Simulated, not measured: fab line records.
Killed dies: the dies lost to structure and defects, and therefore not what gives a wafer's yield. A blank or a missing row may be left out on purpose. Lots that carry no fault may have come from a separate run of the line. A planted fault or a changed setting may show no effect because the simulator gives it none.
fab line records + flow nandHarc
[record]
- lots = 5
- wafers = 14
- lastDay = 24
route steps=1159 shown A_CONTACT@888
lots that met no fault: from a run of the same line without faults
startH: the number of hours between the record's first day and the start of the first shown wafer of the lot + waitH: hours since the lot's step before + " identical to the entry in the row above + L1.1+2: a row that stands for several wafers + - no value, or no start was given + * or withheld: withheld + < > ~ a bound
route shown NAME@n: names a module that has steps shown in the file, with the first one's number in the route + usual: the fault-free wafers' mean and standard deviation + same: alike in all rows + chamber/n: place in a boat + sites: each site's reading + _std_site: the values' standard deviation + _edge_site: outer sites' mean less inner sites' + radiusMm: how far each site lies from the wafer's centre + mask NAME#n: copy n + behind: the last tool/chamber to shape the wafer + hold: cause of the lot's hold/its duration in hours/its outcome + device: transistor that didn't switch, given as n, p or np + end of line: the same wafers' tests at the end of the route + for a step that has no rows: nothing shown but its recipe + killed: the dies lost at the first sort to structure and to defects; this is not the yield of the wafer + map: the dies of a wafer, with x for killed, . for not killed, _ for no die there
set.NAME: the setting that was run; set.NAME@STEP: the one run at that earlier step + model.NAME: the simulator's own value behind a step, which no gauge read
lots seen at some steps along the route; tables by step, rows by wafer
services: from which hour (startH, from the record's first day; less than 0 if before it) a tool's chamber was out of use, for how many hours, and why
[[steps]]
[step NHARC_A_CONTACT_COAT_61]
[recipe]
- tempC = 260
- timeS = 75
[step NHARC_A_CONTACT_COAT_62]
[recipe]
- tempC = 225
- timeS = 65
[step NHARC_A_CONTACT_COAT_63]
[recipe]
- spinRpm = 1500
- resistThkNm = 90
[step NHARC_A_CONTACT_SOFTBAKE_64]
[recipe]
- tempC = 105
- timeS = 55
[step NHARC_A_CONTACT_EBR_65]
[step NHARC_A_CONTACT_EXPOSE_66]
[recipe]
- na = 1.35
- sigmaOuter = 0.8
- doseMj = 59.02
- maskId = A_CC_2
[step NHARC_A_CONTACT_PEB_67]
[recipe]
- pebTempC = 100
- pebTimeS = 65
[step NHARC_A_CONTACT_DEVELOP_68]
[recipe]
- developTimeS = 35
- devTempC = 23
[step NHARC_A_CONTACT_CD_MEAS_69]
[recipe]
- targetCdNm = 200
- landingEnergyEv = 500
[usual]
- cdNm = 199.9/0.44
| lot.wafer | tool     | chamber | startH | waitH | cdNm  |
|-----------|----------|---------|--------|-------|-------|
| L570.2    | cdSem-02 | 0       | 392.67 | -     | 200.2 |
| L570.3    | "        | 0       | "      | "     | 199.4 |
| L570.4    | "        | 0       | "      | "     | 199.6 |
| L572.4    | cdSem-01 | 0       | 397.24 | -     | 199.3 |
| L572.5    | "        | 0       | "      | "     | 199.7 |
| L572.6    | "        | 0       | "      | "     | 199.1 |
| L581.4    | cdSem-03 | 0       | 469.92 | -     | 200.4 |
| L581.5    | "        | 0       | "      | "     | 199.8 |
| L587.3    | cdSem-01 | 0       | 501.71 | -     | 200.1 |
| L587.4    | "        | 0       | "      | "     | 199.5 |
| L587.5    | "        | 0       | "      | "     | 199.6 |
| L589.1    | cdSem-01 | 0       | 513.50 | -     | 198.9 |
| L589.3    | "        | 0       | "      | "     | 199.9 |
| L589.4    | "        | 0       | "      | "     | 199.2 |
[step NHARC_A_CONTACT_OVL_MEAS_70]
[usual]
- overlayXNm = -0.1/0.87
- overlayYNm = 0.0/0.76
| lot.wafer | tool       | chamber | startH | waitH | overlayXNm | overlayYNm |
|-----------|------------|---------|--------|-------|------------|------------|
| L570.2    | overlay-02 | -       | 392.76 | -     | 1.2        | 0.7        |
| L570.3    | "          | -       | "      | "     | 0.5        | 0.7        |
| L570.4    | "          | -       | "      | "     | 0.8        | 1.0        |
| L572.4    | overlay-02 | -       | 397.32 | -     | -0.2       | 1.5        |
| L572.5    | "          | -       | "      | "     | -0.5       | 0.9        |
| L572.6    | "          | -       | "      | "     | -0.1       | 1.1        |
| L581.4    | overlay-02 | -       | 470.00 | -     | 0.5        | 0.1        |
| L581.5    | "          | -       | "      | "     | 1.0        | -0.2       |
| L587.3    | overlay-02 | -       | 501.80 | -     | 0.6        | -1.0       |
| L587.4    | "          | -       | "      | "     | -0.1       | -1.1       |
| L587.5    | "          | -       | "      | "     | -0.1       | -0.8       |
| L589.1    | overlay-01 | -       | 513.59 | -     | -1.9       | 1.1        |
| L589.3    | "          | -       | "      | "     | -1.8       | 1.0        |
| L589.4    | "          | -       | "      | "     | -1.7       | 1.4        |
[step NHARC_A_CONTACT_INSPECT_71]
[usual]
- rawDefectCount = 28/12
| lot.wafer | tool             | chamber | startH | waitH | rawDefectCount |
|-----------|------------------|---------|--------|-------|----------------|
| L570.2    | defectInspect-02 | -       | 392.79 | 0.0   | 34             |
| L570.3    | "                | -       | "      | "     | 34             |
| L570.4    | "                | -       | "      | "     | 31             |
| L572.4    | defectInspect-01 | -       | 397.36 | 0.0   | 42             |
| L572.5    | "                | -       | "      | "     | 34             |
| L572.6    | "                | -       | "      | "     | 32             |
| L581.4    | defectInspect-02 | -       | 470.04 | 0.0   | 34             |
| L581.5    | "                | -       | "      | "     | 30             |
| L587.3    | defectInspect-02 | -       | 501.84 | 0.0   | 27             |
| L587.4    | "                | -       | "      | "     | 41             |
| L587.5    | "                | -       | "      | "     | 31             |
| L589.1    | defectInspect-01 | -       | 513.63 | 0.0   | 44             |
| L589.3    | "                | -       | "      | "     | 38             |
| L589.4    | "                | -       | "      | "     | 43             |
[step NHARC_A_CONTACT_DESCUM_74]
[recipe]
- timeS = 3
- o2FlowSccm = 200
- arFlowSccm = 0
- biasPowerW = 0
- chemistry = O2
[usual]
- drypumpMotorCurrentA = 5.6/0.57
- oesProductAu = 1.001/0.0075
- rfVppV = 57.8/0.85
- showerheadPlenumPTorr = 1.88/0.082
- throttleValvePct = 11.312/0.0094
| lot.wafer | tool       | chamber | startH | waitH | drypumpMotorCurrentA | oesProductAu | rfHoursCounterH | rfVppV | showerheadPlenumPTorr | throttleValvePct |
|-----------|------------|---------|--------|-------|----------------------|--------------|-----------------|--------|-----------------------|------------------|
| L570.3    | rieDiel-13 | 3       | 392.85 | 0.1   | 5.3                  | 1.010        | 38              | 58.3   | 1.76                  | 11.309           |
| L570.4    | "          | 1       | "      | "     | 6.4                  | 1.014        | 38              | 57.1   | 1.77                  | 11.316           |
| L570.2    | "          | 2       | "      | "     | 6.3                  | 1.013        | 38              | 58.8   | 1.86                  | 11.311           |
| L572.4    | rieDiel-05 | 3       | 397.42 | 0.1   | 5.0                  | 0.997        | 7               | 58.0   | 1.89                  | 11.311           |
| L572.5    | "          | 3       | "      | "     | 5.0                  | 0.993        | -               | 57.9   | 1.89                  | 11.311           |
| L572.6    | "          | 0       | "      | "     | 5.8                  | 0.998        | -               | 57.6   | 1.86                  | 11.301           |
| L581.4    | rieDiel-05 | 2       | 470.13 | 0.1   | 4.8                  | 0.992        | -               | 58.0   | 1.90                  | 11.304           |
| L581.5    | "          | 3       | "      | "     | 5.0                  | 0.995        | -               | 57.5   | 1.89                  | 11.318           |
| L587.3    | rieDiel-01 | 2       | 501.91 | 0.1   | 6.3                  | 1.008        | 0               | 57.1   | 1.85                  | 11.321           |
| L587.4    | "          | 3       | "      | "     | 5.7                  | 1.007        | 0               | 57.1   | 1.90                  | 11.309           |
| L587.5    | "          | 0       | "      | "     | 6.2                  | 1.001        | -               | 58.4   | 1.95                  | 11.305           |
| L589.3    | rieDiel-13 | 3       | 513.69 | 0.1   | 5.4                  | 0.997        | 20              | 58.8   | 2.07                  | 11.319           |
| L589.4    | "          | 1       | "      | "     | 6.4                  | 1.006        | 20              | 58.2   | 2.07                  | 11.311           |
| L589.1    | "          | 2       | "      | "     | 6.3                  | 1.006        | 20              | 58.6   | 1.84                  | 11.320           |
[step NHARC_A_CONTACT_ETCH_75]
[recipe]
- targetDepthA = 390
- overEtchFrac = 0.3
- timeS = 65
- ionEnergyEv = 80
- cf4FlowSccm = 150
- arFlowSccm = 0
- rfW = 300
- biasW = 100
- chemistry = CF4
[usual]
- cf4FlowSccm = 150.0/0.47
- drypumpMotorCurrentA = 5.7/0.57
- oesProductAu = 1.001/0.0075
- rfVppV = 150.9/1.3
- runLengthS = 86.3/0.44
- showerheadPlenumPTorr = 1.74/0.071
- throttleValvePct = 13.283/0.0088
[same]
- overEtchFrac = 0.3
| lot.wafer | tool       | chamber | startH | waitH | cf4FlowSccm | drypumpMotorCurrentA | oesProductAu | rfHoursCounterH | rfVppV | runLengthS | showerheadPlenumPTorr | throttleValvePct |
|-----------|------------|---------|--------|-------|-------------|----------------------|--------------|-----------------|--------|------------|-----------------------|------------------|
| L570.2    | rieDiel-13 | 2       | 393.07 | 0.2   | 150.4       | 6.3                  | 1.011        | 39              | 150.2  | 87.2       | 1.72                  | 13.277           |
| L570.4    | "          | 3       | "      | "     | 150.5       | 5.3                  | 1.003        | 38              | 149.3  | 85.9       | 1.64                  | 13.293           |
| L570.3    | "          | 0       | "      | "     | 149.3       | 5.4                  | 1.002        | 38              | 150.9  | 85.8       | 1.70                  | 13.300           |
| L572.4    | rieDiel-05 | 0       | 397.52 | 0.1   | 149.8       | 5.8                  | 0.995        | 7               | 153.2  | 85.5       | 1.73                  | 13.280           |
| L572.5    | "          | 1       | "      | "     | 149.2       | 6.1                  | 0.992        | -               | 150.1  | 86.4       | 1.70                  | 13.270           |
| L572.6    | "          | 2       | "      | "     | 149.7       | 4.7                  | 1.000        | -               | 149.5  | 86.2       | 1.76                  | 13.284           |
| L581.5    | rieDiel-05 | 1       | 470.34 | 0.2   | 150.0       | 6.1                  | 1.004        | -               | 148.7  | 86.4       | 1.70                  | 13.282           |
| L581.4    | "          | 3       | "      | "     | 150.1       | 5.0                  | 1.002        | -               | 150.3  | 71.7       | 1.75                  | 13.274           |
| L587.4    | rieDiel-01 | 3       | 502.03 | 0.1   | 151.3       | 5.7                  | 0.990        | 0               | 150.4  | 86.1       | 1.76                  | 13.283           |
| L587.3    | "          | 0       | "      | "     | 149.6       | 6.2                  | 1.007        | 0               | 151.8  | 86.6       | 1.80                  | 13.284           |
| L587.5    | "          | 2       | "      | "     | 150.2       | 6.3                  | 0.999        | -               | 151.0  | 86.0       | 1.72                  | 13.294           |
| L589.4    | rieDiel-13 | 2       | 513.77 | 0.1   | 150.2       | 6.3                  | 1.008        | 20              | 149.2  | 86.9       | 1.71                  | 13.285           |
| L589.1    | "          | 0       | "      | "     | 149.7       | 5.4                  | 1.008        | 20              | 150.1  | 86.2       | 1.69                  | 13.280           |
| L589.3    | "          | 1       | "      | "     | 150.1       | 6.4                  | 1.015        | 20              | 152.4  | 86.4       | 1.90                  | 13.295           |
[step NHARC_A_CONTACT_ETCH_76]
[recipe]
- targetDepthA = 2600
- overEtchFrac = 0.3
- timeS = 475.3
- ionEnergyEv = 200
- n2FlowSccm = 150
- h2FlowSccm = 150
- arFlowSccm = 0
- rfW = 400
- biasW = 150
- chemistry = N2/H2
[usual]
- drypumpMotorCurrentA = 5.7/0.57
- oesProductAu = 1.000/0.0071
- rfVppV = 429.4/2.6
- runLengthS = 496.6/0.42
- showerheadPlenumPTorr = 2.01/0.091
- throttleValvePct = 14.172/0.008
[same]
- overEtchFrac = 0.3
| lot.wafer | tool       | chamber | startH | waitH | drypumpMotorCurrentA | oesProductAu | rfHoursCounterH | rfVppV | runLengthS | showerheadPlenumPTorr | throttleValvePct |
|-----------|------------|---------|--------|-------|----------------------|--------------|-----------------|--------|------------|-----------------------|------------------|
| L570.3    | rieDiel-13 | 2       | -      | -     | 6.3                  | 1.001        | 39              | 429.4  | 497.2      | 1.98                  | 14.177           |
| L570.2    | "          | 3       | "      | "     | 5.3                  | 0.992        | 38              | 425.8  | 496.6      | 1.88                  | 14.166           |
| L570.4    | "          | 1       | "      | "     | 6.5                  | 0.990        | 39              | 426.3  | 496.6      | 1.88                  | 14.164           |
| L572.4    | rieDiel-05 | 1       | -      | -     | 6.1                  | 0.992        | 8               | 427.3  | 496.5      | 1.95                  | 14.164           |
| L572.5    | "          | 3       | "      | "     | 5.0                  | 0.998        | -               | 429.4  | 496.4      | 2.02                  | 14.155           |
| L572.6    | "          | 0       | "      | "     | 5.8                  | 0.998        | -               | 428.7  | 495.7      | 1.98                  | 14.169           |
| L581.4    | rieDiel-05 | 0       | -      | -     | 5.8                  | 0.984        | 15              | 428.7  | 496.2      | 1.98                  | 14.171           |
| L581.5    | "          | 0       | "      | "     | 5.8                  | 0.990        | -               | 428.8  | 495.8      | 1.98                  | 14.169           |
| L587.3    | rieDiel-01 | 2       | -      | -     | 6.3                  | 0.994        | 2               | 428.6  | 496.4      | 1.98                  | 14.171           |
| L587.4    | "          | 1       | "      | "     | 5.1                  | 1.001        | 2               | 433.1  | 497.1      | 2.12                  | 14.166           |
| L587.5    | "          | 3       | "      | "     | 5.7                  | 0.990        | -               | 429.7  | 496.9      | 2.03                  | 14.173           |
| L589.4    | rieDiel-13 | 2       | -      | -     | 6.3                  | 1.001        | 20              | 427.6  | 497.4      | 1.96                  | 14.178           |
| L589.1    | "          | 0       | "      | "     | 5.4                  | 1.010        | 20              | 428.8  | 496.4      | 1.94                  | 14.174           |
| L589.3    | "          | 1       | "      | "     | 6.4                  | 0.998        | 21              | 435.3  | 497.4      | 2.21                  | 14.180           |
[[services]]
| tool       | chamber | startH | hours | kind                         |
|------------|---------|--------|-------|------------------------------|
| rieDiel-13 | 0       | 383.67 | -     | clean                        |
| rieDiel-13 | 1       | 383.67 | -     | clean                        |
| rieDiel-13 | 2       | 383.67 | -     | clean                        |
| rieDiel-13 | 3       | 383.67 | -     | clean                        |
| rieDiel-13 | 0       | 408.17 | -     | clean                        |
| rieDiel-13 | 1       | 408.17 | -     | clean                        |
| rieDiel-13 | 2       | 408.17 | -     | clean                        |
| rieDiel-13 | 3       | 408.17 | -     | clean                        |
| rieDiel-13 | 0       | 432.67 | -     | clean                        |
| rieDiel-13 | 1       | 432.67 | -     | clean                        |
| rieDiel-13 | 2       | 432.67 | -     | clean                        |
| rieDiel-13 | 3       | 432.67 | -     | clean                        |
| rieDiel-13 | -       | 453.21 | 9.0   | pm                           |
| rieDiel-13 | 0       | 453.21 | 9.0   | ventCycle                    |
| rieDiel-13 | 1       | 453.21 | 9.0   | ventCycle                    |
| rieDiel-13 | 2       | 453.21 | 9.0   | ventCycle                    |
| rieDiel-13 | 3       | 453.21 | 9.0   | ventCycle                    |
| rieDiel-05 | -       | 458.16 | 1.0   | repair                       |
| rieDiel-13 | 0       | 462.21 | -     | clean                        |
| rieDiel-13 | 1       | 462.21 | -     | clean                        |
| rieDiel-13 | 1       | 462.21 | -     | consumableReplace:showerhead |
| rieDiel-13 | 2       | 462.21 | -     | clean                        |
| rieDiel-01 | -       | 491.90 | 9.0   | pm                           |
| rieDiel-05 | 3       | 501.35 | 4.8   | repair                       |
[[key]]
[firstSign]
- step = NHARC_A_CONTACT_ETCH_75
- reading = runLengthS
- direction = down
- sigmas = 33
- usual = *
- struck = *
effect none on later readings
metAt NHARC_A_CONTACT_ETCH_75
struckWafers L581.4
sortLeftOut L581.4
testerLeftOut L581
onsetBetween 397.52 470.34
[fault]
- kind = processParameterDrift
- tool = rieDiel-05
- chamber = -
- onsetH = 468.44
- steps = NHARC_A_CONTACT_ETCH_75
- channel = timeS
- offset = *
- shape = step
- endH = 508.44
- scope = struckWafersOnly
- actsIn = *
- stated = *
// testerLeftOut: of these lots the tester's yield and bins aren't shown, on N5 and GAA mostly nor the transistor test; their killed dies are dies lost to structure and defects alone, not to doping, threshold or leakage, so they don't give the yield
// sortLeftOut: the simulated sort isn't trusted on such a fault, so these wafers' sort isn't shown, and their yield isn't known
